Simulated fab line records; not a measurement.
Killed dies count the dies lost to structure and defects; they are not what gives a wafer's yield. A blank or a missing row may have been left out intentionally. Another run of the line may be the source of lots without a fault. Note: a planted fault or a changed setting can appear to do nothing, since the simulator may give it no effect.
fab line records	flow nand_harc
record lots=24	wafers=72	last_day=24
route steps=1159 shown P_GATE@189 P_CONTACT@236 P_M0@265 P_M2@336
lots untouched by any fault: they come from a run of this same line in which no faults occurred
start_h: hours from the record's first day to the start of the lot's first wafer shown	wait_h: time in hours since the lot's previous step	" the same as in the row above	L1.1+2: several wafers, shown together as one row	- value missing, or start not given	* or withheld: withheld	< > ~ a bound
route shown NAME@n: a module of which the file shows steps, and the number in the route of the first	usual: the fault-free wafers' mean and standard deviation	same: alike in all rows	chamber/n: place in a boat	sites: each site's reading	_std_site: how widely they spread, as a standard deviation	_edge_site: outer sites' mean less inner sites'	radius_mm: for every site, how far away it sits from the centre of the wafer	mask NAME#n: copy n	behind: the tool/chamber that last shaped the wafer	hold: the reason the lot was held/the length of the hold in hours/how it ended	device: the n, p or np transistor that did not switch	end of line: tests of these same wafers at the route's end	where a step has no rows: the recipe by itself	killed: not the wafer's yield, but the dies lost to structure and defects at the first sort	map: the dies of a wafer, with x for killed, . for not killed, _ for no die there
set.NAME: the setting as run; set.NAME@STEP: as run at that earlier step	model.NAME: the simulator's own value behind a step, which no gauge read
one table for each step of the route and one row for each wafer, over a sample of lots
services: the hour from which a tool's chamber was out of use, counted from the record's first day as start_h (under 0 if before that day), plus the number of hours and why
## steps
# step NHARC_P_GATE_STRIP_112
# recipe power_w=1500	temp_c=110	time_s=200	chemistry=N2/H2
# usual drypump_motor_current_A=5.61/0.3	heater_power_w=82/3.1
lot.wafer	tool	chamber	start_h	wait_h	drypump_motor_current_A	heater_power_w	rf_hours_counter_h
L074.1	plasma_asher-02	1	98.07	0.2	5.67	83	22
L074.5	"	0	"	"	5.98	80	-
L074.6	"	1	"	"	5.66	82	-
L076.4	plasma_asher-02	0	115.94	0.2	6.00	80	-
L076.6	"	0	"	"	6.02	82	-
L076.5	"	1	"	"	5.70	82	-
L075.1	plasma_asher-02	0	116.85	0.2	5.99	80	32
L075.3	"	1	"	"	5.68	82	-
L075.6	"	0	"	"	5.99	80	-
L078.1	plasma_asher-01	1	120.16	0.2	5.67	86	6
L078.5	"	0	"	"	5.20	81	-
L078.6	"	1	"	"	5.68	87	-
L077.1	plasma_asher-01	0	124.68	0.3	5.14	81	9
L077.4	"	1	"	"	5.68	85	-
L077.6	"	0	"	"	5.15	81	-
L079.1	plasma_asher-01	1	132.34	0.2	5.69	87	13
L079.2	"	0	"	"	5.16	81	13
L079.6	"	0	"	"	5.17	82	-
L080.1	plasma_asher-02	0	140.69	0.2	5.95	81	44
L080.3	"	1	"	"	5.70	81	-
L080.5	"	0	"	"	5.99	80	-
L081.2	plasma_asher-01	1	147.38	0.2	5.67	85	19
L081.3	"	0	"	"	5.16	81	-
L081.6	"	0	"	"	5.18	81	-
L082.1	plasma_asher-02	1	153.17	0.2	5.70	82	48
L082.4	"	0	"	"	5.95	82	-
L082.6	"	0	"	"	5.99	80	-
L083.1	plasma_asher-01	0	153.66	0.3	5.14	81	22
L083.2	"	1	"	"	5.67	86	22
L083.6	"	1	"	"	5.69	88	-
L084.2	plasma_asher-01	0	158.37	0.2	5.18	80	23
L084.4	"	0	"	"	5.18	83	-
L084.6	"	1	"	"	5.71	86	-
L088.2	plasma_asher-02	0	179.02	0.2	5.99	80	56
L088.3	"	1	"	"	5.65	80	-
L088.6	"	1	"	"	5.64	84	-
L085.2	plasma_asher-02	0	179.35	0.2	5.99	81	56
L085.1	"	1	"	"	5.68	82	56
L085.3	"	1	"	"	5.70	83	-
L086.2	plasma_asher-01	0	179.68	0.2	5.18	80	30
L086.1	"	1	"	"	5.69	85	30
L086.5	"	0	"	"	5.13	83	-
L087.1	plasma_asher-01	1	185.68	0.5	5.70	85	33
L087.4	"	1	"	"	5.69	86	-
L087.6	"	1	"	"	5.69	86	-
L089.1	plasma_asher-01	0	198.14	0.2	5.17	80	38
L089.4	"	0	"	"	5.19	81	-
L089.6	"	1	"	"	5.69	89	-
L090.1	plasma_asher-02	1	198.78	0.2	5.65	84	2
L090.3	"	0	"	"	5.96	76	-
L090.6	"	1	"	"	5.66	83	-
L091.4	plasma_asher-01	0	203.48	0.2	5.18	81	-
L091.5	"	0	"	"	5.16	82	-
L091.6	"	1	"	"	5.69	88	-
L093.2	plasma_asher-02	1	216.74	0.2	5.65	84	8
L093.3	"	1	"	"	5.64	80	-
L093.4	"	0	"	"	5.97	75	-
L092.3	plasma_asher-01	1	217.25	0.2	5.71	87	-
L092.4	"	0	"	"	5.15	81	-
L092.6	"	1	"	"	5.68	86	-
L095.1	plasma_asher-01	1	225.74	0.2	5.70	87	47
L095.3	"	0	"	"	5.16	80	-
L095.6	"	1	"	"	5.70	84	-
L094.2	plasma_asher-02	1	225.94	0.2	5.65	82	11
L094.1	"	0	"	"	5.98	75	11
L094.5	"	1	"	"	5.64	82	-
L096.2	plasma_asher-02	0	241.48	0.2	5.99	74	15
L096.1	"	1	"	"	5.65	83	15
L096.6	"	0	"	"	5.97	76	-
L097.4	plasma_asher-01	1	242.06	0.2	5.69	86	-
L097.3	"	0	"	"	5.19	80	-
L097.6	"	1	"	"	5.69	85	-
# step NHARC_P_GATE_CD_MEAS_91
# recipe target_cd_nm=2000	landing_energy_ev=500
# usual cd_nm=1999.1/2.1
lot.wafer	tool	chamber	start_h	wait_h	cd_nm
L074.1	cd_sem-01	0	99.22	-	2002.9
L074.5	"	0	"	"	1998.7
L074.6	"	0	"	"	1998.0
L076.4	cd_sem-01	0	117.05	-	2001.8
L076.5	"	0	"	"	1999.5
L076.6	"	0	"	"	1998.4
L075.1	cd_sem-03	0	118.04	-	2001.4
L075.3	"	0	"	"	2002.4
L075.6	"	0	"	"	1997.9
L078.1	cd_sem-03	0	121.29	-	1998.9
L078.5	"	0	"	"	1998.5
L078.6	"	0	"	"	1998.6
L077.1	cd_sem-01	0	125.83	-	1998.4
L077.4	"	0	"	"	1999.6
L077.6	"	0	"	"	2002.8
L079.1	cd_sem-02	0	133.52	-	1999.5
L079.2	"	0	"	"	1999.5
L079.6	"	0	"	"	2001.3
L080.1	cd_sem-02	0	141.77	-	2001.2
L080.3	"	0	"	"	2001.5
L080.5	"	0	"	"	1999.9
L081.2	cd_sem-01	0	148.51	-	1996.9
L081.3	"	0	"	"	1999.7
L081.6	"	0	"	"	2001.2
L082.1	cd_sem-03	0	154.18	-	1997.8
L082.4	"	0	"	"	1996.5
L082.6	"	0	"	"	1997.6
L083.1	cd_sem-01	0	154.84	-	1999.9
L083.2	"	0	"	"	1997.2
L083.6	"	0	"	"	1996.5
L084.2	cd_sem-02	0	159.51	-	1997.9
L084.4	"	0	"	"	1998.5
L084.6	"	0	"	"	1995.6
L088.2	cd_sem-03	0	180.20	-	2000.8
L088.3	"	0	"	"	2000.1
L088.6	"	0	"	"	2003.1
L085.1	cd_sem-02	0	180.52	-	1999.1
L085.2	"	0	"	"	1997.6
L085.3	"	0	"	"	1998.8
L086.1	cd_sem-01	0	180.86	-	1997.6
L086.2	"	0	"	"	1998.0
L086.5	"	0	"	"	2001.3
L087.1	cd_sem-01	0	186.84	-	1999.0
L087.4	"	0	"	"	1995.2
L087.6	"	0	"	"	1995.5
L089.1	cd_sem-01	0	199.29	-	1996.8
L089.4	"	0	"	"	1999.0
L089.6	"	0	"	"	1996.7
L090.1	cd_sem-02	0	199.91	-	2001.7
L090.3	"	0	"	"	1997.7
L090.6	"	0	"	"	2001.0
L091.4	cd_sem-03	0	204.59	-	1999.9
L091.5	"	0	"	"	1999.2
L091.6	"	0	"	"	2000.4
L093.2	cd_sem-01	0	217.95	-	1999.2
L093.3	"	0	"	"	1998.7
L093.4	"	0	"	"	1999.1
L092.3	cd_sem-02	0	218.39	-	2001.2
L092.4	"	0	"	"	1999.2
L092.6	"	0	"	"	1998.2
L095.1	cd_sem-01	0	226.88	-	2002.5
L095.3	"	0	"	"	2000.4
L095.6	"	0	"	"	1997.8
L094.1	cd_sem-03	0	227.13	-	1999.4
L094.2	"	0	"	"	1998.5
L094.5	"	0	"	"	1996.5
L096.1	cd_sem-01	0	242.71	-	2004.8
L096.2	"	0	"	"	2003.9
L096.6	"	0	"	"	2000.6
L097.3	cd_sem-02	0	243.16	-	1996.1
L097.4	"	0	"	"	1996.6
L097.6	"	0	"	"	1995.6
# step NHARC_P_CONTACT_ETCH_35
# recipe target_depth_a=390	over_etch_frac=0.3	time_s=65	ion_energy_ev=80	cf4_flow_sccm=150	ar_flow_sccm=0	rf_w=300	bias_w=100	chemistry=CF4
# usual drypump_motor_current_A=5.6/0.62	oes_product_au=1.003/0.015	rf_vpp_V=151.2/1.3	showerhead_plenum_p_Torr=1.76/0.077	throttle_valve_pct=13.285/0.01
lot.wafer	tool	chamber	start_h	wait_h	drypump_motor_current_A	oes_product_au	rf_hours_counter_h	rf_vpp_V	showerhead_plenum_p_Torr	throttle_valve_pct
L074.1	rie_diel-11	0	104.22	0.1	6.3	1.007	8	152.7	1.83	13.287
L074.6	"	0	"	"	6.3	1.011	-	152.0	1.83	13.285
L074.5	"	1	"	"	5.3	0.997	-	150.0	1.72	13.278
L076.4	rie_diel-11	0	122.10	0.1	6.3	1.003	9	149.7	1.83	13.298
L076.5	"	0	"	"	6.3	1.004	-	151.9	1.83	13.286
L076.6	"	1	"	"	5.3	0.987	-	149.6	1.72	13.295
L075.3	rie_diel-13	1	123.21	0.1	6.0	1.017	5	150.6	1.69	13.285
L075.1	"	2	"	"	5.8	1.006	6	152.3	1.91	13.286
L075.6	"	3	"	"	5.2	0.970	-	151.2	1.76	13.277
L078.1	rie_diel-01	0	126.35	0.1	5.1	1.013	16	150.3	1.67	13.285
L078.5	"	2	"	"	4.9	1.039	-	152.4	1.84	13.294
L078.6	"	3	"	"	6.8	0.988	-	151.6	1.70	13.281
L077.1	rie_diel-11	2	130.88	0.1	4.9	1.004	9	151.8	1.83	13.270
L077.4	"	3	"	"	5.8	0.994	8	151.2	1.85	13.294
L077.6	"	1	"	"	5.3	0.992	-	150.2	1.72	13.294
L079.1	rie_diel-11	1	138.65	0.1	5.3	1.006	10	151.5	1.72	13.290
L079.2	"	2	"	"	4.9	1.006	10	152.2	1.83	13.281
L079.6	"	3	"	"	5.8	0.999	-	152.4	1.85	13.286
L080.3	rie_diel-13	1	146.72	0.1	6.0	1.001	14	149.9	1.68	13.293
L080.1	"	2	"	"	5.9	0.997	14	153.9	1.90	13.281
L080.5	"	1	"	"	5.9	1.003	-	150.9	1.68	13.270
L081.2	rie_diel-01	3	153.49	0.1	6.8	0.977	1	151.5	1.70	13.260
L081.3	"	0	"	"	5.1	1.012	0	149.8	1.67	13.285
L081.6	"	3	"	"	6.8	0.971	-	150.9	1.70	13.277
L082.4	rie_diel-01	0	159.16	0.1	5.1	1.017	1	150.7	1.66	13.293
L082.1	"	1	"	"	5.5	1.002	1	149.6	1.74	13.277
L082.6	"	2	"	"	4.9	1.026	-	152.4	1.83	13.284
L083.2	rie_diel-01	0	160.25	0.1	5.1	1.025	1	151.8	1.67	13.290
L083.1	"	3	"	"	6.7	0.984	1	149.4	1.70	13.296
L083.6	"	0	"	"	5.1	1.013	-	149.2	1.67	13.281
L084.4	rie_diel-01	2	164.52	0.1	4.9	1.028	2	152.2	1.83	13.290
L084.2	"	3	"	"	6.7	0.983	2	150.7	1.70	13.271
L084.6	"	2	"	"	4.9	1.033	-	152.1	1.83	13.283
L088.2	rie_diel-01	3	185.24	0.1	6.8	0.971	5	151.0	1.70	13.278
L088.3	"	1	"	"	5.5	1.002	4	149.8	1.74	13.300
L088.6	"	3	"	"	6.8	0.983	-	149.2	1.70	13.293
L085.1	rie_diel-11	2	186.16	0.1	4.9	1.003	16	151.2	1.82	13.260
L085.2	"	0	"	"	6.3	1.000	15	152.2	1.83	13.271
L085.3	"	1	"	"	5.3	0.996	15	149.9	1.72	13.277
L086.1	rie_diel-13	2	186.33	0.2	5.8	0.988	27	153.1	1.90	13.289
L086.2	"	3	"	"	5.2	0.983	28	153.0	1.75	13.288
L086.5	"	1	"	"	6.0	1.014	-	147.9	1.68	13.293
L087.4	rie_diel-01	0	191.84	0.1	5.1	1.013	5	147.8	1.66	13.278
L087.1	"	1	"	"	5.5	1.007	5	151.4	1.74	13.273
L087.6	"	0	"	"	5.1	1.015	-	148.8	1.66	13.291
L089.4	rie_diel-01	2	204.42	0.1	4.9	1.017	6	151.0	1.83	13.268
L089.1	"	0	"	"	5.1	1.024	6	149.0	1.66	13.303
L089.6	"	3	"	"	6.8	0.975	-	150.9	1.69	13.282
L090.1	rie_diel-13	2	205.61	0.1	5.8	1.002	35	152.4	1.90	13.284
L090.3	"	0	"	"	6.3	0.988	37	150.2	1.64	13.296
L090.6	"	2	"	"	5.8	1.008	-	151.8	1.90	13.282
L091.4	rie_diel-01	1	209.56	0.1	5.5	1.002	6	151.4	1.74	13.285
L091.6	"	0	"	"	5.1	1.020	-	149.6	1.66	13.286
L091.5	"	1	"	"	5.5	1.013	-	151.4	1.74	13.269
L093.2	rie_diel-13	1	223.09	0.1	5.9	1.014	43	150.2	1.68	13.270
L093.3	"	2	"	"	5.8	0.992	43	152.8	1.90	13.284
L093.4	"	3	"	"	5.2	0.979	42	151.3	1.75	13.291
L092.4	rie_diel-13	0	223.94	0.1	6.3	0.993	43	150.2	1.64	13.294
L092.3	"	2	"	"	5.8	1.013	43	153.2	1.90	13.285
L092.6	"	1	"	"	6.0	1.017	-	149.9	1.68	13.258
L095.3	rie_diel-01	0	232.33	0.1	5.1	1.026	9	149.7	1.66	13.284
L095.1	"	3	"	"	6.7	0.984	9	152.4	1.69	13.274
L095.6	"	0	"	"	5.1	1.025	-	150.9	1.66	13.296
L094.1	rie_diel-11	3	232.63	0.1	5.8	1.000	3	151.6	1.84	13.291
L094.2	"	0	"	"	6.3	1.006	3	151.9	1.83	13.284
L094.5	"	0	"	"	6.3	1.003	-	151.8	1.83	13.288
L096.1	rie_diel-11	3	247.76	0.1	5.8	1.011	5	153.1	1.84	13.285
L096.2	"	0	"	"	6.3	1.004	4	152.8	1.83	13.273
L096.6	"	2	"	"	4.9	1.013	-	151.7	1.82	13.267
L097.3	rie_diel-01	2	248.73	0.1	4.9	1.025	11	153.1	1.83	13.307
L097.4	"	3	"	"	6.8	0.980	-	150.1	1.69	13.298
L097.6	"	2	"	"	4.9	1.017	-	152.6	1.83	13.292
# step NHARC_P_M0_INSPECT_11
# usual raw_defect_count=4.1/2.2
lot.wafer	tool	chamber	start_h	wait_h	raw_defect_count
L074.1	defect_inspect-01	-	109.86	0.0	5
L074.5	"	-	"	"	1
L074.6	"	-	"	"	6
L076.4	defect_inspect-02	-	132.85	0.0	3
L076.5	"	-	"	"	2
L076.6	"	-	"	"	3
L075.1	defect_inspect-01	-	133.39	0.0	4
L075.3	"	-	"	"	6
L075.6	"	-	"	"	3
L078.1	defect_inspect-01	-	135.28	0.0	9
L078.5	"	-	"	"	10
L078.6	"	-	"	"	6
L077.1	defect_inspect-02	-	138.84	0.0	5
L077.4	"	-	"	"	6
L077.6	"	-	"	"	8
L079.1	defect_inspect-02	-	147.09	0.0	2
L079.2	"	-	"	"	6
L079.6	"	-	"	"	5
L080.1	defect_inspect-01	-	152.85	0.0	3
L080.3	"	-	"	"	3
L080.5	"	-	"	"	2
L081.2	defect_inspect-01	-	159.94	0.0	4
L081.3	"	-	"	"	4
L081.6	"	-	"	"	3
L082.1	defect_inspect-02	-	163.16	0.0	5
L082.4	"	-	"	"	4
L082.6	"	-	"	"	8
L083.1	defect_inspect-01	-	164.72	0.0	3
L083.2	"	-	"	"	6
L083.6	"	-	"	"	4
L084.2	defect_inspect-01	-	168.53	0.0	4
L084.4	"	-	"	"	4
L084.6	"	-	"	"	8
L088.2	defect_inspect-01	-	193.96	0.0	1
L088.3	"	-	"	"	3
L088.6	"	-	"	"	1
L085.1	defect_inspect-02	-	194.60	0.0	4
L085.2	"	-	"	"	2
L085.3	"	-	"	"	4
L086.1	defect_inspect-02	-	195.17	0.0	7
L086.2	"	-	"	"	1
L086.5	"	-	"	"	7
L087.1	defect_inspect-01	-	196.84	0.0	7
L087.4	"	-	"	"	4
L087.6	"	-	"	"	7
L089.1	defect_inspect-02	-	212.64	0.0	5
L089.4	"	-	"	"	4
L089.6	"	-	"	"	1
L090.1	defect_inspect-01	-	213.22	0.1	1
L090.3	"	-	"	"	4
L090.6	"	-	"	"	4
L091.4	defect_inspect-02	-	216.41	0.0	2
L091.5	"	-	"	"	5
L091.6	"	-	"	"	3
L093.2	defect_inspect-02	-	227.53	0.0	4
L093.3	"	-	"	"	3
L093.4	"	-	"	"	4
L092.3	defect_inspect-02	-	227.95	0.0	8
L092.4	"	-	"	"	4
L092.6	"	-	"	"	0
L095.1	defect_inspect-01	-	239.46	0.0	5
L095.3	"	-	"	"	3
L095.6	"	-	"	"	1
L094.1	defect_inspect-02	-	239.96	0.0	2
L094.2	"	-	"	"	2
L094.5	"	-	"	"	1
L096.1	defect_inspect-01	-	257.33	0.0	7
L096.2	"	-	"	"	8
L096.6	"	-	"	"	3
L097.3	defect_inspect-02	-	258.12	0.0	7
L097.4	"	-	"	"	5
L097.6	"	-	"	"	6
# step NHARC_P_M2_ETCH_28
# recipe target_depth_a=300	over_etch_frac=0.3	time_s=72.99	ion_energy_ev=150	cf4_flow_sccm=50	n2_flow_sccm=100	ar_flow_sccm=150	rf_w=300	bias_w=100	chemistry=CF4/N2
# usual drypump_motor_current_A=5.7/0.44	oes_product_au=1.006/0.016	rf_vpp_V=313.0/1.9	showerhead_plenum_p_Torr=2.56/0.095	throttle_valve_pct=19.793/0.0095
lot.wafer	tool	chamber	start_h	wait_h	drypump_motor_current_A	oes_product_au	rf_hours_counter_h	rf_vpp_V	showerhead_plenum_p_Torr	throttle_valve_pct
L074.1	rie_diel-07	1	-	-	4.9	1.007	24	315.3	2.70	19.787
L074.6	"	2	"	"	6.6	1.016	-	314.3	2.61	19.798
L074.5	"	3	"	"	5.1	0.993	-	315.0	2.67	19.797
L076.5	rie_diel-09	2	-	-	5.5	0.996	-	309.7	2.48	19.794
L076.6	"	3	"	"	5.8	1.027	-	314.0	2.56	19.792
L076.4	"	1	"	"	6.4	1.006	-	311.7	2.46	19.782
L075.1	rie_diel-09	2	-	-	5.5	1.012	2	310.7	2.48	19.815
L075.3	"	3	"	"	5.8	1.028	2	313.9	2.56	19.772
L075.6	"	2	"	"	5.4	1.013	-	310.0	2.48	19.813
L078.1	rie_diel-09	1	-	-	6.4	1.010	2	310.8	2.46	19.792
L078.5	"	1	"	"	6.4	1.015	-	309.9	2.46	19.805
L078.6	"	2	"	"	5.5	0.998	-	311.8	2.48	19.789
L077.1	rie_diel-09	1	-	-	6.5	1.008	2	310.0	2.46	19.805
L077.4	"	2	"	"	5.5	1.009	-	310.9	2.48	19.792
L077.6	"	3	"	"	5.8	1.020	-	311.5	2.56	19.801
L079.2	rie_diel-04	1	-	-	5.1	0.995	10	314.9	2.63	19.793
L079.1	"	2	"	"	5.8	1.012	10	314.8	2.71	19.791
L079.6	"	1	"	"	5.1	0.999	-	314.3	2.63	19.788
L080.3	rie_diel-07	3	-	-	5.1	1.002	36	314.7	2.67	19.802
L080.1	"	0	"	"	5.1	0.996	40	310.9	2.43	19.808
L080.5	"	3	"	"	5.1	1.005	-	314.9	2.67	19.800
L081.3	rie_diel-04	3	-	-	5.5	0.996	12	316.0	2.77	19.799
L081.2	"	0	"	"	6.0	1.029	11	314.6	2.61	19.806
L081.6	"	2	"	"	5.8	1.022	-	315.5	2.71	19.808
L082.1	rie_diel-09	2	-	-	5.5	1.008	4	311.6	2.48	19.791
L082.4	"	1	"	"	6.3	1.017	4	311.8	2.46	19.796
L082.6	"	2	"	"	5.4	1.019	-	312.1	2.48	19.792
L083.1	rie_diel-09	1	-	-	6.4	1.000	4	309.5	2.46	19.795
L083.2	"	2	"	"	5.5	1.010	4	311.2	2.48	19.806
L083.6	"	0	"	"	5.3	0.956	-	311.8	2.53	19.782
L084.2	rie_diel-04	0	-	-	6.0	1.016	13	315.0	2.61	19.787
L084.4	"	2	"	"	5.8	1.009	14	314.8	2.71	19.791
L084.6	"	0	"	"	5.9	1.029	-	314.3	2.61	19.782
L088.2	rie_diel-09	1	-	-	6.4	1.008	5	311.5	2.46	19.790
L088.3	"	2	"	"	5.5	1.002	5	310.9	2.48	19.793
L088.6	"	1	"	"	6.4	1.000	-	313.4	2.46	19.801
L085.3	rie_diel-09	2	-	-	5.4	1.002	5	310.7	2.48	19.778
L085.1	"	0	"	"	5.3	0.963	2	313.3	2.53	19.812
L085.2	"	1	"	"	6.4	1.013	5	312.4	2.46	19.768
L086.2	rie_diel-09	0	-	-	5.3	0.975	2	312.8	2.53	19.802
L086.1	"	1	"	"	6.4	1.003	5	312.5	2.45	19.800
L086.5	"	2	"	"	5.5	1.004	-	311.9	2.48	19.789
L087.4	rie_diel-09	2	-	-	5.5	0.999	5	311.1	2.48	19.795
L087.1	"	3	"	"	5.7	1.023	5	312.1	2.56	19.798
L087.6	"	1	"	"	6.4	1.012	-	310.9	2.46	19.796
L089.4	rie_diel-04	3	-	-	5.4	1.004	24	316.3	2.76	19.810
L089.1	"	1	"	"	5.1	1.006	24	315.4	2.62	19.789
L089.6	"	2	"	"	5.8	1.016	-	314.6	2.71	19.789
L090.3	rie_diel-04	2	-	-	5.9	1.012	23	315.4	2.71	19.806
L090.1	"	3	"	"	5.4	1.000	24	314.6	2.76	19.797
L090.6	"	3	"	"	5.4	1.009	-	315.0	2.76	19.783
L091.4	rie_diel-04	2	-	-	5.8	1.017	23	316.9	2.71	19.801
L091.5	"	3	"	"	5.5	1.002	-	318.2	2.76	19.800
L091.6	"	0	"	"	6.0	1.025	-	314.0	2.60	19.777
L093.4	rie_diel-09	1	-	-	6.4	1.008	6	312.3	2.46	19.791
L093.3	"	3	"	"	5.8	1.009	6	312.1	2.56	19.791
L093.2	"	0	"	"	5.3	0.964	3	312.7	2.53	19.802
L092.3	rie_diel-09	2	-	-	5.4	1.003	6	312.9	2.48	19.807
L092.6	"	2	"	"	5.5	1.014	-	311.5	2.48	19.799
L092.4	"	1	"	"	6.5	1.007	-	310.6	2.46	19.789
L095.3	rie_diel-09	1	-	-	6.4	1.005	6	310.8	2.45	19.788
L095.1	"	2	"	"	5.5	0.997	7	309.9	2.48	19.788
L095.6	"	2	"	"	5.4	0.998	-	312.7	2.48	19.792
L094.1	rie_diel-09	2	-	-	5.5	0.999	7	308.4	2.48	19.806
L094.2	"	3	"	"	5.7	1.006	7	312.6	2.56	19.798
L094.5	"	1	"	"	6.4	1.006	-	311.4	2.45	19.779
L096.2	rie_diel-09	3	-	-	5.8	1.015	0	312.0	2.56	19.792
L096.1	"	2	"	"	5.5	1.024	0	312.4	2.48	19.791
L096.6	"	0	"	"	5.3	0.985	-	313.1	2.53	19.793
L097.3	rie_diel-09	0	-	-	5.3	0.969	0	312.7	2.53	19.793
L097.4	"	3	"	"	5.8	1.009	0	312.1	2.56	19.800
L097.6	"	1	"	"	6.4	1.027	-	310.8	2.45	19.794
# step NHARC_P_M2_ANNEAL_31
# recipe temp_c=225	time_s=90
# usual wafer_temp_C_max=225.9/0.33
lot.wafer	tool	chamber	start_h	wait_h	wafer_temp_C_max
L074.1	rtp_anneal-01	0	120.52	-	226.2
L074.5	"	0	"	"	226.3
L074.6	"	0	"	"	226.6
L076.4	rtp_anneal-01	0	143.10	0.4	226.5
L076.5	"	0	"	"	225.6
L076.6	"	0	"	"	226.5
L075.1	rtp_anneal-01	0	143.84	-	226.2
L075.3	"	0	"	"	225.8
L075.6	"	0	"	"	226.2
L078.1	rtp_anneal-02	0	145.50	-	225.5
L078.5	"	0	"	"	225.9
L078.6	"	0	"	"	225.2
L077.1	rtp_anneal-02	0	149.26	-	225.8
L077.4	"	0	"	"	225.7
L077.6	"	0	"	"	225.7
L079.1	rtp_anneal-02	0	157.40	0.5	225.8
L079.2	"	0	"	"	225.8
L079.6	"	0	"	"	225.8
L080.1	rtp_anneal-01	0	164.29	-	226.3
L080.3	"	0	"	"	225.9
L080.5	"	0	"	"	225.9
L081.2	rtp_anneal-02	0	170.66	-	225.3
L081.3	"	0	"	"	225.6
L081.6	"	0	"	"	225.4
L082.1	rtp_anneal-01	0	173.54	0.3	226.3
L082.4	"	0	"	"	226.3
L082.6	"	0	"	"	226.0
L083.1	rtp_anneal-01	0	175.53	0.4	226.1
L083.2	"	0	"	"	225.8
L083.6	"	0	"	"	225.8
L084.2	rtp_anneal-02	0	178.92	-	225.5
L084.4	"	0	"	"	225.9
L084.6	"	0	"	"	226.0
L088.2	rtp_anneal-01	0	203.98	-	225.8
L088.3	"	0	"	"	226.2
L088.6	"	0	"	"	226.1
L085.1	rtp_anneal-01	0	204.61	0.3	226.2
L085.2	"	0	"	"	226.1
L085.3	"	0	"	"	226.0
L086.1	rtp_anneal-02	0	205.25	-	225.6
L086.2	"	0	"	"	225.6
L086.5	"	0	"	"	225.4
L087.1	rtp_anneal-01	0	206.93	-	226.5
L087.4	"	0	"	"	226.2
L087.6	"	0	"	"	226.0
L089.1	rtp_anneal-02	0	222.68	-	225.8
L089.4	"	0	"	"	225.6
L089.6	"	0	"	"	225.9
L090.1	rtp_anneal-02	0	223.47	-	225.6
L090.3	"	0	"	"	225.8
L090.6	"	0	"	"	225.2
L091.4	rtp_anneal-01	0	226.74	-	226.4
L091.5	"	0	"	"	226.1
L091.6	"	0	"	"	226.6
L093.2	rtp_anneal-01	0	237.70	-	225.9
L093.3	"	0	"	"	226.0
L093.4	"	0	"	"	226.0
L092.3	rtp_anneal-02	0	238.60	0.3	225.6
L092.4	"	0	"	"	225.7
L092.6	"	0	"	"	225.8
L095.1	rtp_anneal-01	0	249.38	-	226.2
L095.3	"	0	"	"	226.1
L095.6	"	0	"	"	226.1
L094.1	rtp_anneal-02	0	250.53	0.3	225.5
L094.2	"	0	"	"	225.7
L094.5	"	0	"	"	225.6
L096.1	rtp_anneal-02	0	267.44	-	225.3
L096.2	"	0	"	"	225.8
L096.6	"	0	"	"	225.8
L097.3	rtp_anneal-01	0	268.20	-	226.5
L097.4	"	0	"	"	226.4
L097.6	"	0	"	"	226.6
## services
tool	chamber	start_h	hours	kind
rie_diel-09	-	77.10	9.0	pm
rie_diel-11	3	83.12	6.4	repair
rie_diel-13	-	99.08	9.0	pm
plasma_asher-01	-	99.29	9.0	pm
rie_diel-09	1	100.84	5.4	repair
rie_diel-07	2	107.05	2.9	repair
rie_diel-04	-	111.91	9.0	pm
rie_diel-07	-	124.81	0.4	repair
rie_diel-07	-	134.69	0.1	repair
rie_diel-11	0	136.91	9.5	repair
rie_diel-01	-	137.81	9.0	pm
rie_diel-09	0	138.91	27.4	repair
rie_diel-11	1	142.10	6.2	repair
rie_diel-09	1	165.45	4.5	repair
rie_diel-09	0	176.42	9.6	repair
rie_diel-04	2	178.98	4.3	repair
plasma_asher-02	-	183.21	9.0	pm
rie_diel-11	-	189.50	9.0	pm
rie_diel-09	0	189.71	8.1	repair
rie_diel-13	3	232.11	3.8	repair
rie_diel-09	0	236.87	25.4	repair
rie_diel-01	0	242.21	10.2	repair
rie_diel-11	1	245.05	1.3	repair
rie_diel-09	-	254.10	9.0	pm
## key
fault none
